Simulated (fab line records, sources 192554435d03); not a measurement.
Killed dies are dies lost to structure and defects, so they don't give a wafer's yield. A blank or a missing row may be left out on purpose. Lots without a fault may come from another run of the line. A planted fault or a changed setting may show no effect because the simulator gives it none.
Chamber matching | flow n5_finfet | N5_DUMMY_REMOVAL_HM_STRIP_01 on rie_diel-02: 4 sister chambers
The step strips SiNx in CH3F/O2, stops on poly-Si, target depth 4 nm, time 6.8 s. 4 wafers are shown with their chamber, then 7 later ones without.

WAFERS WITH THEIR CHAMBER
wafer  | chamber | drypump_motor_current_A (A)
L079.6 | 2       | 6.1
L086.4 | 0       | 4.8
L086.6 | 3       | 5.9
L091.4 | 1       | 5.6

WAFERS WITHOUT THEIR CHAMBER
wafer  | drypump_motor_current_A (A)
L091.6 | 5.9
L092.1 | 5.6
L092.2 | 5.9
L092.5 | 5.9
L094.1 | 6.1
L094.4 | 5.9
L094.5 | 6.0

WHICH CHAMBER EACH WENT THROUGH
wafer  | from the rows above     | in truth
L091.6 | 3                       | 3
L092.1 | 1                       | 1
L092.2 | 3                       | 3
L092.5 | 3                       | 3
L094.1 | 2                       | 2
L094.4 | 3                       | 3
L094.5 | can't be placed: 2 or 3 | 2
Placed correctly: 6 of 7. Can't be placed from these rows: 1 (the true chamber is among the candidates in 1). Placed wrongly: 0.
How it was worked out, from the rows above alone: a wafer's distance from a chamber is the root of the sum, over the readings, of the square of ((its reading less the chamber's mean) divided by the reading's scatter). The wafer belongs to the nearest chamber; if the next one is less than 2 further off, it can't be placed. A chamber's mean is the mean of its shown wafers. The scatter: with one shown wafer a chamber, the root of the mean of the squares of how far each hidden wafer lies from its nearest shown one.
